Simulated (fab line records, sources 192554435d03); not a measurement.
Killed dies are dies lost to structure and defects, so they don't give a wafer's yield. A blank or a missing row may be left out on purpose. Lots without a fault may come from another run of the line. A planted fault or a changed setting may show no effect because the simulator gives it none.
Which tool did it? | flow n5_finfet | 13 lots, 37 wafers sampled, at 3 steps of a route of 1938

WHAT THE GAUGES READ, wafer by wafer
The record holds no reading of a measuring or inspecting step that can be judged against a usual standard deviation.

WHICH TOOL RAN EACH LOT (tool, then ch and the chambers of the sampled wafers, then the start)
lot  | N5_BEOL_M15_DEGAS_41         | N5_BEOL_M15_CMP_49            | N5_MIM_BOT_DEGAS_01
L792 | pvd_sputter-01, day 11 06:52 | cmp-01 ch 0,1,2, day 11 07:49 | pvd_sputter-03, day 11 10:40
L791 | pvd_sputter-01, day 11 09:52 | cmp-02 ch 1,2, day 11 10:49   | pvd_sputter-01, day 11 13:48
L797 | pvd_sputter-03, day 12 17:51 | cmp-02 ch 0,3, day 12 19:03   | pvd_sputter-01, day 12 22:32
L796 | pvd_sputter-01, day 12 19:38 | cmp-02 ch 0,2, day 12 21:58   | pvd_sputter-02, day 13 01:20
L794 | pvd_sputter-02, day 13 02:02 | cmp-02 ch 2,3, day 13 02:58   | pvd_sputter-02, day 13 05:40
L800 | pvd_sputter-03, day 13 18:50 | cmp-04 ch 0,1,2, day 13 19:43 | pvd_sputter-03, day 13 21:58
L799 | pvd_sputter-02, day 13 19:00 | cmp-02 ch 0,2,3, day 13 19:55 | pvd_sputter-02, day 13 22:08
L803 | pvd_sputter-01, day 14 15:22 | cmp-04 ch 0,1,3, day 14 17:04 | pvd_sputter-03, day 14 21:37
L806 | pvd_sputter-01, day 15 23:31 | cmp-04 ch 1,2, day 16 00:43   | pvd_sputter-01, day 16 03:41
L809 | pvd_sputter-02, day 16 04:52 | cmp-04 ch 2,3, day 16 06:23   | pvd_sputter-01, day 16 07:53
L810 | pvd_sputter-02, day 16 10:56 | cmp-04 ch 0,1, day 16 12:16   | pvd_sputter-01, day 16 13:55
L813 | pvd_sputter-03, day 17 04:30 | cmp-01 ch 0,2, day 17 06:01   | pvd_sputter-02, day 17 09:32
L812 | pvd_sputter-02, day 17 04:38 | cmp-02 ch 1,2, day 17 06:21   | pvd_sputter-01, day 17 09:36
- N5_BEOL_M15_DEGAS_41: time 60 s.
- N5_BEOL_M15_CMP_49: polishes, stops on SiO2, t overpolish 4.9 s, target thk 850 nm.
- N5_MIM_BOT_DEGAS_01: time 60 s.

WHAT THE TOOLS THEMSELVES READ (means of the sampled wafers that have a number; where no wafer has one, the mark that the record gives instead)
N5_BEOL_M15_DEGAS_41. Usual: heater_power_w 510 W, standard deviation 68.
lot  | tool           | heater_power_w (W) | flag
L792 | pvd_sputter-01 | 510                |
L791 | pvd_sputter-01 | 517                |
L797 | pvd_sputter-03 | 545                |
L796 | pvd_sputter-01 | 512                |
L794 | pvd_sputter-02 | 483                |
L800 | pvd_sputter-03 | 504                |
L799 | pvd_sputter-02 | 484                |
L803 | pvd_sputter-01 | 524                |
L806 | pvd_sputter-01 | 578                |
L809 | pvd_sputter-02 | 481                |
L810 | pvd_sputter-02 | 465                |
L813 | pvd_sputter-03 | 442                |
L812 | pvd_sputter-02 | 522                |

N5_BEOL_M15_CMP_49. Usual: barrier_field_endpoint_s 11.35 s, standard deviation 0.3; motor_current_A 8.1 A, standard deviation 0.81; overpolish_run_s 4.899 s, standard deviation 0.0088; platen_rpm 80.00 rpm, standard deviation 0.06; retaining_ring_pressure_frac 1.000, standard deviation 0.0051.
lot  | tool   | barrier_field_endpoint_s (s) | motor_current_A (A) | overpolish_run_s (s) | platen_rpm (rpm) | retaining_ring_pressure_frac | flag
L792 | cmp-01 | 11.49                        | 7.9                 | 4.907                | 79.96            | 1.003                        |
L791 | cmp-02 | 11.45                        | 8.0                 | 4.902                | 80.02            | 1.006                        |
L797 | cmp-02 | 11.22                        | 8.1                 | 4.902                | 79.99            | 1.001                        |
L796 | cmp-02 | 11.37                        | 7.8                 | 4.888                | 80.04            | 1.001                        |
L794 | cmp-02 | 11.09                        | 7.5                 | 4.897                | 79.96            | 1.004                        |
L800 | cmp-04 | 11.65                        | 7.9                 | 4.897                | 79.95            | 1.003                        |
L799 | cmp-02 | 11.41                        | 8.0                 | 4.901                | 80.05            | 0.997                        |
L803 | cmp-04 | 11.53                        | 8.5                 | 4.888                | 79.98            | 1.000                        |
L806 | cmp-04 | 9.02                         | 7.6                 | 4.902                | 80.02            | 1.000                        | OFF
L809 | cmp-04 | 9.97                         | 7.8                 | 4.896                | 79.96            | 1.004                        | OFF
L810 | cmp-04 | 8.53                         | 7.8                 | 4.903                | 80.03            | 1.005                        | OFF
L813 | cmp-01 | 10.83                        | 7.8                 | 4.896                | 80.05            | 0.997                        |
L812 | cmp-02 | 11.70                        | 8.0                 | 4.902                | 80.02            | 1.008                        |

N5_MIM_BOT_DEGAS_01. Usual: heater_power_w 521 W, standard deviation 68.
lot  | tool           | heater_power_w (W) | flag
L792 | pvd_sputter-03 | 449                |
L791 | pvd_sputter-01 | 555                |
L797 | pvd_sputter-01 | 513                |
L796 | pvd_sputter-02 | 525                |
L794 | pvd_sputter-02 | 559                |
L800 | pvd_sputter-03 | 497                |
L799 | pvd_sputter-02 | 485                |
L803 | pvd_sputter-03 | 453                |
L806 | pvd_sputter-01 | 590                |
L809 | pvd_sputter-01 | 487                |
L810 | pvd_sputter-01 | 580                |
L813 | pvd_sputter-02 | 604                |
L812 | pvd_sputter-01 | 551                |

THE ANSWER, worked out from the rows above alone
Rule: a lot is off if the mean of its wafers that have a number lies more than 3 standard deviations from the usual mean. A lot without any number at a reading at which 4 lots or more have one is off too. The other lots that the step has rows for count as sound. The gauges are gone through in route order, then the tools' own readings, and for those a lot's mean is taken as printed above. The first step at which some lot is off is used, and at that step the reading that is off furthest; a lot without a number counts as furthest.
Off: L806, L809, L810, at N5_BEOL_M15_CMP_49 (barrier_field_endpoint_s).
A tool fits if, at that step or a process step before it, it ran every lot that is off, and no sound lot after the first of them. One fits: cmp-04 at N5_BEOL_M15_CMP_49. Its last sound lot is L803 (day 14 17:04), its first lot that is off L806 (day 16 00:43): a fault that began between those two fits.
The tool's own readings at N5_BEOL_M15_CMP_49 bear it out: on the lots that are off they differ by more than 5 times the standard deviation of the sound lots' means. barrier_field_endpoint_s reads 9.17 s there against 11.37 s on the sound lots.

WHAT THE SIMULATOR HAD PUT IN
Process parameter drift: cmp-04, from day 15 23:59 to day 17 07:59, at N5_BEOL_M15_CMP_49. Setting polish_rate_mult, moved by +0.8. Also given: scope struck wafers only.
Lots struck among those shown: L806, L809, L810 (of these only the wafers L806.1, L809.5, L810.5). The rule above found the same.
